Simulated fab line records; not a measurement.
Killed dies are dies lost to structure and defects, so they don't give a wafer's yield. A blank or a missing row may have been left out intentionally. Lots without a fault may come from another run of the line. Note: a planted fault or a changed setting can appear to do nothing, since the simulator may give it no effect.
fab line records	flow n5Finfet
record: lots: 5	wafers: 15	lastDay: 18
route steps=1938 shown SD_EPI_P@296 BEOL_M4@1111
lots with no fault: from the same line, run without faults
startH: start of the lot's first displayed wafer, in hours after the record's first day	waitH: time in hours since the lot's previous step	" repeats the value in the row above	L1.1+2: a row that stands for several wafers	- no value, or no start was given	* or withheld: withheld	< > ~ a bound
route shown NAME@n: names a module that has steps shown in the file, with the first one's number in the route	usual: the fault-free wafers' mean and standard deviation	same: alike in all rows	chamber/n: place in a boat	sites: per-site readings	_std_site: standard deviation of those values	_edge_site: outer sites' mean less inner sites'	radiusMm: for every site, how far away it sits from the centre of the wafer	mask NAME#n: copy n	behind: the last tool/chamber to shape the wafer	hold: cause of the lot's hold/its duration in hours/its outcome	device: which transistor (n, p or np) failed to switch	end of line: tests run on the same wafers once the route is complete	a step with no rows: only its recipe	killed: at the first sort, the dies lost to defects and structure; wafer yield is something else	map: per-die view of a wafer (x killed, . not killed, _ where there is no die)
set.NAME: the run value of the setting; set.NAME@STEP: its run value at that earlier step	model.NAME: the simulator's own value behind a step, which no gauge read
a table for each step, a row for each wafer; lots at some steps of the route
services: when a tool's chamber went out of use (startH, in hours from the record's first day, below 0 if earlier), for how many hours, and the reason
== steps ==
step: N5_SD_EPI_P_COAT_35
recipe: resist: SiARC	tempC: 220	timeS: 60	spinRpm: 1500	resistThkNm: 35
step: N5_SD_EPI_P_COAT_03
recipe: resist: CAR-ArF-block	spinRpm: 1500	resistThkNm: 150
step: N5_SD_EPI_P_EBR_05
recipe: solvent: PGMEA	ebrWidthMm: 1.5
step: N5_SD_EPI_P_SOFTBAKE_04
recipe: tempC: 110	timeS: 60	resist: CAR-ArF-block
step: N5_SD_EPI_P_EXPOSE_06
recipe: maskId: SD_P_BLK	na: 1.35	sourceShape: conventional	sigmaOuter: 0.8	polarization: unpolarized	targetCdNm: 240	doseMj: 39.5
step: N5_SD_EPI_P_PEB_07
recipe: pebTempC: 110	pebTimeS: 60	resist: CAR-ArF-block
step: N5_SD_EPI_P_DEVELOP_08
recipe: developTimeS: 30	developer: TMAH	resist: CAR-ArF-block	devTempC: 23	rinseLiquid: diw	dry: airSpin
step: N5_SD_EPI_P_CD_MEAS_09
recipe: targetCdNm: 240	landingEnergyEv: 500	detector: seInlens
usual: cdNm: 240.1/0.86
lot.wafer	tool	chamber	startH	waitH	cdNm
L717.1	cdSem-01	0	101.15	-	239.3
L717.2	"	0	"	"	240.3
L717.3	"	0	"	"	240.1
L720.1	cdSem-02	0	120.55	-	239.4
L720.5	"	0	"	"	239.7
L720.6	"	0	"	"	240.2
L722.2	cdSem-03	0	131.83	-	239.2
L722.3	"	0	"	"	239.2
L722.6	"	0	"	"	238.6
L725.1	cdSem-01	0	151.04	-	239.6
L725.3	"	0	"	"	239.7
L725.5	"	0	"	"	239.4
L729.1	cdSem-03	0	173.92	-	240.3
L729.2	"	0	"	"	241.1
L729.6	"	0	"	"	239.7
step: N5_SD_EPI_P_OVL_MEAS_10
recipe: pointsPerWafer: 44
usual: SD_P_BLK_OVL: -0.1/0.8
lot.wafer	tool	chamber	startH	waitH	SD_P_BLK_OVL[nm]
L717.1	overlay-01	0	101.18	0.0	-0.1
L717.2	"	0	"	"	0.0
L717.3	"	0	"	"	0.7
L720.1	overlay-02	0	120.58	0.0	0.0
L720.5	"	0	"	"	-0.3
L720.6	"	0	"	"	-0.7
L722.2	overlay-02	0	131.88	0.1	1.3
L722.3	"	0	"	"	0.1
L722.6	"	0	"	"	0.3
L725.1	overlay-02	0	151.07	0.0	1.0
L725.3	"	0	"	"	1.2
L725.5	"	0	"	"	0.8
L729.1	overlay-01	0	173.96	0.0	-0.2
L729.2	"	0	"	"	0.1
L729.6	"	0	"	"	-1.3
step: N5_SD_EPI_P_INSPECT_11
recipe: mode: adi	inspectInstrument: macro
usual: rawDefectCount: 2.1/1.3
lot.wafer	tool	chamber	startH	waitH	rawDefectCount
L717.1	defectInspect-01	-	101.20	0.0	3
L717.2	"	-	"	"	2
L717.3	"	-	"	"	2
L720.1	defectInspect-02	-	120.61	0.0	1
L720.5	"	-	"	"	0
L720.6	"	-	"	"	1
L722.2	defectInspect-01	-	132.04	0.2	0
L722.3	"	-	"	"	3
L722.6	"	-	"	"	1
L725.1	defectInspect-01	-	151.10	0.0	3
L725.3	"	-	"	"	1
L725.5	"	-	"	"	4
L729.1	defectInspect-02	-	173.98	0.0	2
L729.2	"	-	"	"	3
L729.6	"	-	"	"	3
step: N5_SD_EPI_P_DESCUM_14
recipe: chemistry: O2	timeS: 7.9	sourcePowerW: 50	biasPowerW: 20	pressureMtorr: 20	rfFrequencyHz: 2.712e+07	tempC: 40	resist: CAR-ArF-block	o2FlowSccm: 225
usual: chamberPressureMTorr: 19.998/0.02	drypumpMotorCurrentA: 5.80/0.29	oesProductAu: 0.82/0.097	rfFwdPowerW: 49.35/0.22	rfVppV: 243.7/1.3	showerheadPlenumPTorr: 2.13/0.076	throttleValvePct: 20.31/0.25
same: timeS: 7.9
lot.wafer	tool	chamber	startH	waitH	chamberPressureMTorr	drypumpMotorCurrentA	oesProductAu	rfFwdPowerW	rfHoursCounterH	rfVppV	showerheadPlenumPTorr	throttleValvePct
L717.1	rieDiel-03	2	101.23	0.0	19.978	5.71	0.93	49.34	25	244.1	2.23	20.00
L717.2	"	3	"	"	20.005	5.46	0.82	49.60	95	241.7	2.03	20.47
L717.3	"	0	"	"	19.956	5.62	0.98	49.19	10	243.3	2.16	20.30
L720.1	rieDiel-05	0	120.64	0.0	19.970	5.59	0.69	49.07	240	243.9	2.13	20.14
L720.5	"	1	"	"	19.993	5.90	0.72	49.35	-	244.5	2.18	20.86
L720.6	"	2	"	"	19.990	6.05	0.73	49.17	-	242.4	1.98	20.55
L722.2	rieDiel-03	2	132.39	0.3	19.937	5.71	0.92	49.49	32	244.6	2.23	20.00
L722.3	"	0	"	"	19.948	5.60	0.95	49.15	20	244.2	2.16	20.32
L722.6	"	0	"	"	20.018	5.60	0.95	49.22	-	243.1	2.16	20.31
L725.1	rieDiel-05	3	151.13	0.0	19.980	5.61	0.91	49.20	14	244.6	2.12	20.27
L725.3	"	1	"	"	20.016	5.93	0.71	49.22	197	244.1	2.18	20.86
L725.5	"	3	"	"	20.032	5.61	0.92	49.24	-	245.8	2.12	20.26
L729.1	rieDiel-06	0	174.07	0.1	20.007	6.11	0.72	49.48	207	241.9	2.05	20.40
L729.2	"	1	"	"	19.964	5.39	0.76	49.26	152	244.6	2.19	20.54
L729.6	"	3	"	"	20.016	5.84	0.88	49.56	-	244.1	2.03	19.96
step: N5_SD_EPI_P_ETCH_36
recipe: chemistry: CF4	target: SiARC	targetDepthA: 455	maskMaterial: CAR-ArF-block	timeS: 75.8	ionEnergyEv: 80	pressureMtorr: 40	sourceW: 545	biasW: 36	Ar_flow_sccm: 100	cf4FlowSccm: 100	ends: cleared
usual: biasW: 35.99/0.098	cf4FlowSccm: 99.94/0.3	chamberPressureMTorr: 39.99/0.042	drypumpMotorCurrentA: 5.80/0.29	etchRfOnTimeS: 75.5/2.1	oesProductAu: 0.70/0.085	rfFwdPowerW: 539.4/2.3	rfVppV: 184.5/1.1	showerheadPlenumPTorr: 2.18/0.07	throttleValvePct: 15.51/0.24
lot.wafer	tool	chamber	startH	waitH	biasW	cf4FlowSccm	chamberPressureMTorr	drypumpMotorCurrentA	etchRfOnTimeS	oesProductAu	rfFwdPowerW	rfHoursCounterH	rfVppV	showerheadPlenumPTorr	throttleValvePct
L717.1	rieDiel-03	2	101.27	0.0	36.08	99.96	40.02	5.70	72.9	0.80	537.9	25	185.7	2.28	15.25
L717.2	"	3	"	"	35.97	99.89	39.97	5.46	74.7	0.70	537.7	95	183.9	2.08	15.65
L717.3	"	0	"	"	36.19	100.13	40.01	5.61	72.9	0.83	536.1	10	185.2	2.20	15.37
L720.1	rieDiel-05	0	120.68	0.0	36.01	99.61	40.00	5.62	76.5	0.57	538.8	240	184.4	2.20	15.57
L720.5	"	1	"	"	36.01	99.85	39.92	5.92	75.9	0.61	536.3	-	183.7	2.22	15.91
L720.6	"	2	"	"	36.01	99.58	40.10	6.07	75.6	0.62	539.1	-	182.9	2.05	15.90
L722.2	rieDiel-03	2	132.43	0.0	35.98	99.72	39.97	5.72	74.1	0.79	540.0	32	186.0	2.28	15.27
L722.3	"	0	"	"	36.11	99.53	40.00	5.63	72.8	0.82	537.0	20	184.8	2.20	15.41
L722.6	"	0	"	"	36.16	99.98	40.00	5.63	73.3	0.81	538.3	-	183.9	2.20	15.41
L725.1	rieDiel-05	3	151.17	0.0	36.00	99.60	40.03	5.63	73.5	0.79	538.5	14	185.1	2.19	15.48
L725.3	"	1	"	"	35.94	100.24	40.03	5.90	76.6	0.61	540.6	197	183.6	2.22	15.93
L725.5	"	3	"	"	35.93	99.07	40.02	5.62	73.4	0.79	536.1	-	183.5	2.19	15.47
L729.1	rieDiel-06	0	174.11	0.0	35.92	99.73	39.99	6.08	74.8	0.61	541.2	207	182.7	2.13	15.80
L729.2	"	1	"	"	36.01	100.66	40.05	5.42	74.0	0.66	538.7	152	184.7	2.22	15.67
L729.6	"	3	"	"	36.03	99.70	40.01	5.84	73.8	0.75	541.8	-	184.3	2.08	15.15
step: N5_SD_EPI_P_ETCH_37
recipe: chemistry: N2/H2	target: SOC	overetchA: 1080	maskMaterial: SiARC	tempC: 40	ionEnergyEv: 100	sourceW: 3000	biasW: 133	pressureMtorr: 20	timeS: 486	n2FlowSccm: 200	h2FlowSccm: 200	ends: endPoint
usual: biasW: 133.0/0.4	chamberPressureMTorr: 19.998/0.019	drypumpMotorCurrentA: 5.81/0.29	oesProductAu: 0.73/0.081	rfFwdPowerW: 2995/9	rfVppV: 241.3/1.4	showerheadPlenumPTorr: 2.59/0.082	throttleValvePct: 23.8/0.38
lot.wafer	tool	chamber	startH	waitH	biasW	chamberPressureMTorr	drypumpMotorCurrentA	oesProductAu	rfFwdPowerW	rfHoursCounterH	rfVppV	showerheadPlenumPTorr	throttleValvePct	model.SD_EPI_P.cdNm	model.SiARC_of_SD_EPI_P_COAT_35.thkNm
L717.1	rieDiel-03	2	101.33	0.0	132.7	20.009	5.72	0.82	2999	25	243.6	2.70	23.3	240.6	19.4
L717.2	"	3	"	"	133.7	20.026	5.46	0.73	2993	95	240.3	2.48	24.1	239.8	19.6
L717.3	"	0	"	"	132.8	19.976	5.59	0.86	2996	10	242.5	2.62	24.1	241.2	19.2
L720.1	rieDiel-05	0	120.73	0.0	133.3	19.997	5.64	0.60	2985	240	242.7	2.61	23.6	238.4	20
L720.5	"	1	"	"	132.7	20.025	5.92	0.64	3001	-	241.1	2.63	24.3	239.2	20
L720.6	"	2	"	"	132.4	20.009	6.07	0.64	2995	-	237.5	2.44	24.1	238.8	19.8
L722.2	rieDiel-03	2	132.49	0.0	132.4	19.990	5.74	0.81	2994	33	242.9	2.70	23.3	249.4	9.8
L722.3	"	0	"	"	132.3	20.026	5.61	0.83	2997	20	241.2	2.61	24.1	239.2	19.4
L722.6	"	0	"	"	132.2	20.013	5.59	0.83	2996	-	242.3	2.61	24.1	237.6	19.4
L725.1	rieDiel-05	3	151.22	0.0	132.6	19.995	5.65	0.82	2973	14	242.2	2.58	23.7	237.6	19
L725.3	"	1	"	"	133.4	19.983	5.91	0.63	3000	197	242.1	2.63	24.3	238.2	20.2
L725.5	"	3	"	"	132.5	20.005	5.64	0.82	2990	-	241.9	2.58	23.7	237.8	19
L729.1	rieDiel-06	0	174.16	0.0	133.0	20.027	6.10	0.64	2989	208	240.3	2.50	23.7	240.8	19.8
L729.2	"	1	"	"	132.7	20.028	5.42	0.68	3009	152	243.5	2.65	24.1	241.2	19.4
L729.6	"	3	"	"	132.9	19.968	5.81	0.77	2993	-	238.9	2.46	23.1	241.4	19.4
step: N5_SD_EPI_P_STRIP_38
recipe: chemistry: N2/H2	tempC: 40	n2FlowSccm: 200	h2FlowSccm: 200	rfFrequencyHz: 6e+07
step: N5_SD_EPI_P_ETCHBACK_46
recipe: chemistry: CH3F/O2	mode: anisotropicEtchback	target: SiNx	targetDepthA: 175	stopOn: SiO2	overEtchFrac: 0.3	ionEnergyEv: 120	pressureMtorr: 30	sourceW: 395	biasW: 73	Ar_flow_sccm: 150	CH3F_flow_sccm: 30	O2_flow_sccm: 20
usual: biasW: 73.02/0.22	chamberPressureMTorr: 30.001/0.024	drypumpMotorCurrentA: 5.80/0.28	oesProductAu: 0.69/0.077	rfFwdPowerW: 393.4/1.4	rfVppV: 298/4	showerheadPlenumPTorr: 2.04/0.067	throttleValvePct: 16.23/0.24
lot.wafer	tool	chamber	startH	waitH	biasW	chamberPressureMTorr	drypumpMotorCurrentA	oesProductAu	rfFwdPowerW	rfHoursCounterH	rfVppV	showerheadPlenumPTorr	throttleValvePct
L717.1	rieDiel-03	2	101.65	0.0	73.05	29.998	5.70	0.78	392.8	25	300	2.14	15.98
L717.2	"	3	"	"	73.19	29.997	5.46	0.70	395.5	95	300	1.94	16.40
L717.3	"	0	"	"	73.25	30.029	5.61	0.81	390.9	10	302	2.05	16.04
L720.1	rieDiel-05	0	121.06	0.0	72.89	30.001	5.62	0.57	392.2	240	305	2.05	16.24
L720.5	"	1	"	"	72.92	30.001	5.90	0.61	392.1	-	299	2.08	16.68
L720.6	"	2	"	"	72.66	30.010	6.04	0.61	394.2	-	289	1.91	16.62
L722.2	rieDiel-03	2	132.81	0.0	73.23	29.966	5.72	0.77	391.7	33	300	2.14	16.00
L722.3	"	0	"	"	73.13	29.989	5.60	0.79	392.5	20	302	2.04	16.08
L722.6	"	0	"	"	73.03	30.028	5.62	0.79	392.0	-	302	2.05	16.08
L725.1	rieDiel-05	3	151.55	0.0	72.86	29.976	5.62	0.78	395.5	14	298	2.04	16.20
L725.3	"	1	"	"	72.92	30.036	5.91	0.60	395.2	197	300	2.08	16.67
L725.5	"	3	"	"	72.84	29.970	5.64	0.78	393.3	-	299	2.04	16.18
L729.1	rieDiel-06	0	174.49	0.0	73.15	30.022	6.09	0.61	394.3	208	292	2.00	16.56
L729.2	"	1	"	"	73.27	30.000	5.39	0.65	395.6	152	298	2.07	16.36
L729.6	"	3	"	"	72.86	29.971	5.84	0.74	393.3	-	294	1.95	15.95
step: N5_SD_EPI_P_ETCH_47
recipe: chemistry: CH3F/O2	target: SiOCN	targetDepthA: 250	maskMaterial: SOC	ionEnergyEv: 60	biasW: 29	pressureMtorr: 30	sourceW: 410	Ar_flow_sccm: 150	CH3F_flow_sccm: 30	O2_flow_sccm: 20
usual: biasW: 29.00/0.092	chamberPressureMTorr: 30.000/0.028	drypumpMotorCurrentA: 5.81/0.29	oesProductAu: 0.82/0.098	rfFwdPowerW: 408.2/1.5	rfVppV: 127.9/1.8	showerheadPlenumPTorr: 2.04/0.067	throttleValvePct: 16.21/0.24
lot.wafer	tool	chamber	startH	waitH	biasW	chamberPressureMTorr	drypumpMotorCurrentA	oesProductAu	rfFwdPowerW	rfHoursCounterH	rfVppV	showerheadPlenumPTorr	throttleValvePct
L717.1	rieDiel-03	2	101.75	0.1	29.32	30.001	5.71	0.92	408.7	25	128.3	2.14	15.96
L717.2	"	3	"	"	28.90	29.962	5.46	0.81	406.8	95	127.3	1.94	16.38
L717.3	"	0	"	"	29.11	30.010	5.61	0.96	408.1	10	130.1	2.05	16.05
L720.1	rieDiel-05	0	121.16	0.1	29.12	30.028	5.61	0.68	409.3	240	133.6	2.05	16.23
L720.5	"	1	"	"	28.98	29.955	5.91	0.72	408.9	-	127.5	2.08	16.64
L720.6	"	2	"	"	29.00	30.010	6.08	0.72	410.8	-	124.3	1.91	16.60
L722.2	rieDiel-03	2	132.91	0.1	28.92	29.970	5.71	0.93	409.0	33	126.9	2.14	15.98
L722.3	"	0	"	"	29.07	29.977	5.57	0.94	405.5	20	128.9	2.05	16.06
L722.6	"	0	"	"	29.08	30.041	5.61	0.94	406.1	-	129.2	2.05	16.05
L725.1	rieDiel-05	3	151.65	0.1	29.08	30.054	5.63	0.93	407.5	14	127.7	2.04	16.16
L725.3	"	1	"	"	29.03	30.029	5.91	0.71	408.2	197	128.6	2.08	16.66
L725.5	"	3	"	"	29.13	30.015	5.62	0.93	406.2	-	127.3	2.04	16.15
L729.1	rieDiel-06	0	174.59	0.1	29.15	30.018	6.09	0.71	408.6	208	125.1	2.00	16.55
L729.2	"	1	"	"	29.16	30.013	5.40	0.76	409.9	152	127.6	2.07	16.33
L729.6	"	3	"	"	29.23	29.985	5.87	0.86	412.1	-	125.5	1.95	15.91
step: N5_SD_EPI_P_ETCH_16
recipe: chemistry: CHF3/O2	target: SiO2	targetDepthA: 50	maskMaterial: SOC	pressureMtorr: 30	sourceW: 650	biasW: 170	Ar_flow_sccm: 200	CHF3_flow_sccm: 50	O2_flow_sccm: 5	ionEnergyEv: 200
usual: biasW: 169.9/0.53	chamberPressureMTorr: 29.999/0.028	drypumpMotorCurrentA: 5.80/0.29	oesProductAu: 0.81/0.097	rfFwdPowerW: 643/3	rfVppV: 526/6.7	showerheadPlenumPTorr: 2.45/0.078	throttleValvePct: 18.78/0.25
lot.wafer	tool	chamber	startH	waitH	biasW	chamberPressureMTorr	drypumpMotorCurrentA	oesProductAu	rfFwdPowerW	rfHoursCounterH	rfVppV	showerheadPlenumPTorr	throttleValvePct	model.SiARC_of_SD_EPI_P_COAT_35.thkNm
L717.1	rieDiel-03	2	101.85	0.1	169.7	30.031	5.72	0.92	641	25	528	2.57	18.54	11
L717.2	"	3	"	"	170.8	29.972	5.47	0.82	641	95	527	2.34	18.96	11.2
L717.3	"	0	"	"	169.0	30.004	5.62	0.96	641	10	532	2.46	18.61	11
L720.1	rieDiel-05	0	121.26	0.1	169.8	29.985	5.62	0.68	641	240	537	2.47	18.79	11.8
L720.5	"	1	"	"	169.8	30.050	5.91	0.72	641	-	527	2.50	19.25	11.8
L720.6	"	2	"	"	170.3	30.002	6.02	0.72	640	-	511	2.31	19.19	11.8
L722.2	rieDiel-03	2	133.01	0.1	169.4	30.010	5.69	0.91	645	33	529	2.57	18.58	1.6
L722.3	"	0	"	"	170.9	29.967	5.58	0.94	638	20	531	2.46	18.64	11
L722.6	"	0	"	"	171.0	29.926	5.60	0.94	641	-	532	2.46	18.65	11
L725.1	rieDiel-05	3	151.75	0.1	170.4	29.999	5.64	0.93	646	14	527	2.46	18.80	10.6
L725.3	"	1	"	"	169.5	30.027	5.93	0.71	638	197	528	2.50	19.26	12
L725.5	"	3	"	"	170.6	29.994	5.64	0.93	647	-	526	2.46	18.80	10.8
L729.1	rieDiel-06	0	174.69	0.1	170.1	30.023	6.09	0.71	644	208	515	2.40	19.11	11.8
L729.2	"	1	"	"	170.8	30.025	5.42	0.76	643	152	524	2.49	18.87	11.4
L729.6	"	3	"	"	170.5	29.997	5.85	0.87	645	-	516	2.35	18.49	11.2
step: N5_SD_EPI_P_STRIP_50
recipe: chemistry: CHF3/O2	resist: SiARC	rfFrequencyHz: 6e+07
step: N5_SD_EPI_P_SD_RECESS_17
recipe: chemistry: HBr/Cl2/O2	targetDepthA: 391	btTimeS: 3	pressureMtorr: 10	icpW: 800	biasW: 112	HBr_flow_sccm: 150	Cl2_flow_sccm: 80	O2_flow_sccm: 12
usual: biasW: 112.0/0.32	chamberPressureMTorr: 9.999/0.0085	drypumpMotorCurrentA: 5.8/0.52	oesProductAu: 1.005/0.016	rfFwdPowerW: 794.9/2.8	throttleValvePct: 36.99/0.2
same: btTimeS: 3
lot.wafer	tool	chamber	startH	waitH	biasW	chamberPressureMTorr	drypumpMotorCurrentA	oesProductAu	rfFwdPowerW	rfHoursCounterH	throttleValvePct	model.SD_EPI_P.cdNm
L717.1	rieSi-02	3	101.92	0.0	111.9	9.989	5.9	0.979	790.7	131	37.24	240.6
L717.2	"	0	"	"	111.7	9.996	5.6	1.002	791.7	44	36.73	240
L717.3	"	2	"	"	111.8	9.992	5.4	0.979	793.6	4	36.94	241.6
L720.1	rieSi-01	2	121.33	0.0	111.7	9.993	5.8	1.026	798.9	196	37.02	238.4
L720.5	"	1	"	"	111.7	9.994	5.4	1.003	793.0	-	36.69	239.2
L720.6	"	0	"	"	112.4	9.999	6.2	1.024	799.2	-	37.00	238.8
L722.2	rieSi-02	2	133.08	0.0	112.5	10.003	5.4	0.982	794.8	4	36.94	249.2
L722.3	"	3	"	"	112.1	9.999	6.0	0.968	788.4	131	37.25	239.4
L722.6	"	0	"	"	112.0	10.008	5.6	1.006	795.7	-	36.73	237.8
L725.1	rieSi-03	2	151.82	0.0	112.1	9.997	5.5	1.014	794.7	159	37.33	237.6
L725.3	"	3	"	"	112.2	9.998	6.1	0.991	794.8	104	36.85	238
L725.5	"	2	"	"	112.0	9.990	5.5	1.006	794.8	-	37.33	237.8
L729.1	rieSi-01	0	174.76	0.0	111.9	10.005	6.1	1.034	802.5	150	37.02	240.8
L729.2	"	1	"	"	112.2	9.994	5.3	1.002	798.0	38	36.70	241.4
L729.6	"	2	"	"	111.5	9.997	5.8	0.994	792.7	-	37.03	241.2
step: N5_SD_EPI_P_WET_ETCH_45
recipe: chemistry: dHF	dilution: withheld	timeS: 10.7	target: SiO2	targetDepthA: 20	tempC: 25	dry: ipaMarangoni	rinseTimeS: 30	rinseTempC: 23
step: N5_BEOL_M4_RC_MEAS_101
usual: DIBL_N: 36.0/2	DIBL_P: 36.2/2.2	IOFF_N: 0.16/0.034	IOFF_P: 0.21/0.04	ION_N: 675/12	ION_P: 463/7.2	SS_N: 71.6/0.6	SS_P: 73.3/0.67	VT_N: 250/3	VT_P: -251/3.4
lot.wafer	tool	chamber	startH	waitH	DIBL_N[mV/V]	DIBL_P[mV/V]	IOFF_N[nA/um]	IOFF_P[nA/um]	ION_N[uA/um]	ION_P[uA/um]	SS_N[mV/dec]	SS_P[mV/dec]	VT_N[mV]	VT_P[mV]
L717.1	prober-01	0	221.27	0.0	37.1	36.3	0.14	0.18	660	451	72.1	73.7	254	-255
L717.2	"	0	"	"	36.6	35.3	0.14	0.17	671	460	72.0	73.0	253	-256
L717.3	"	0	"	"	36.9	36.5	0.15	0.19	681	465	71.2	73.5	250	-254
L720.1	prober-01	0	242.60	0.0	38.7	37.5	0.16	0.20	668	454	70.9	73.9	253	-252
L720.5	"	0	"	"	40.5	39.3	0.19	0.24	679	461	71.7	74.9	249	-252
L720.6	"	0	"	"	41.2	41.1	0.22	0.26	698	466	72.2	74.8	249	-249
L722.2	prober-01	0	249.96	0.2	36.4	38.3	0.19	0.25	688	469	72.0	73.2	247	-248
L722.3	"	0	"	"	35.9	37.2	0.17	0.23	676	468	71.1	72.7	250	-248
L722.6	"	0	"	"	35.6	37.1	0.17	0.23	680	470	71.5	73.5	247	-246
L725.1	prober-01	0	269.45	0.0	36.9	36.5	0.16	0.23	674	466	71.4	73.1	249	-247
L725.3	"	0	"	"	36.6	35.6	0.17	0.22	681	469	72.0	72.8	247	-246
L725.5	"	0	"	"	34.9	35.4	0.14	0.22	677	467	71.0	72.6	250	-247
L729.1	prober-02	0	308.93	0.0	38.3	37.7	0.18	0.22	672	460	71.9	73.9	252	-249
L729.2	"	0	"	"	36.7	36.8	0.16	0.21	687	472	72.0	73.7	250	-248
L729.6	"	0	"	"	37.5	37.7	0.17	0.23	670	466	72.0	74.0	253	-251
== services ==
tool	chamber	startH	hours	kind
rieSi-03	-	82.09	16.0	repair
rieDiel-05	3	85.04	-	clean
rieDiel-05	3	85.04	-	consumableReplace:focusRing
rieDiel-05	3	85.04	23.4	scheduledDown
rieDiel-05	3	85.04	23.4	ventCycle
rieDiel-06	0	85.75	15.1	repair
rieDiel-06	2	92.67	2.6	repair
rieSi-03	-	104.03	0.5	repair
rieSi-03	0	107.02	1.7	repair
rieSi-02	1	118.40	3.7	repair
rieDiel-03	2	120.54	4.1	repair
rieSi-01	0	123.44	7.7	repair
rieSi-01	2	131.19	-	clean
rieSi-01	2	131.19	14.7	scheduledDown
rieSi-01	2	131.19	14.7	ventCycle
rieSi-01	3	145.85	-	clean
rieSi-01	3	145.85	20.4	scheduledDown
rieSi-03	1	148.49	7.6	repair
rieDiel-05	0	154.46	-	clean
rieDiel-05	0	154.46	-	consumableReplace:focusRing
rieDiel-05	0	154.46	21.4	scheduledDown
rieDiel-05	0	154.46	21.4	ventCycle
rieDiel-03	-	157.42	0.6	repair
rieSi-02	0	159.43	1.8	repair
== key ==
firstSign none at tools or gauges
modelEffect: step: N5_SD_EPI_P_ETCH_37	value: SD_EPI_P.cdNm	without: 239.4	struck: 249.4
modelEffect: step: N5_SD_EPI_P_ETCH_16	value: SiARC_of_SD_EPI_P_COAT_35.thkNm	without: 11.4	struck: 1.6
modelEffect: step: N5_SD_EPI_P_SD_RECESS_17	value: SD_EPI_P.cdNm	without: 239.2	struck: 249.2
metAt N5_SD_EPI_P_ETCH_37
struckWafers L722.2
onsetBetween 101.33 132.49
fault: kind: processParameterDrift	tool: rieDiel-03	chamber: -	onsetH: 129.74	steps: N5_SD_EPI_P_ETCH_37	channel: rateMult	offset: 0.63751	shape: step	endH: 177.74	scope: struckWafersOnly
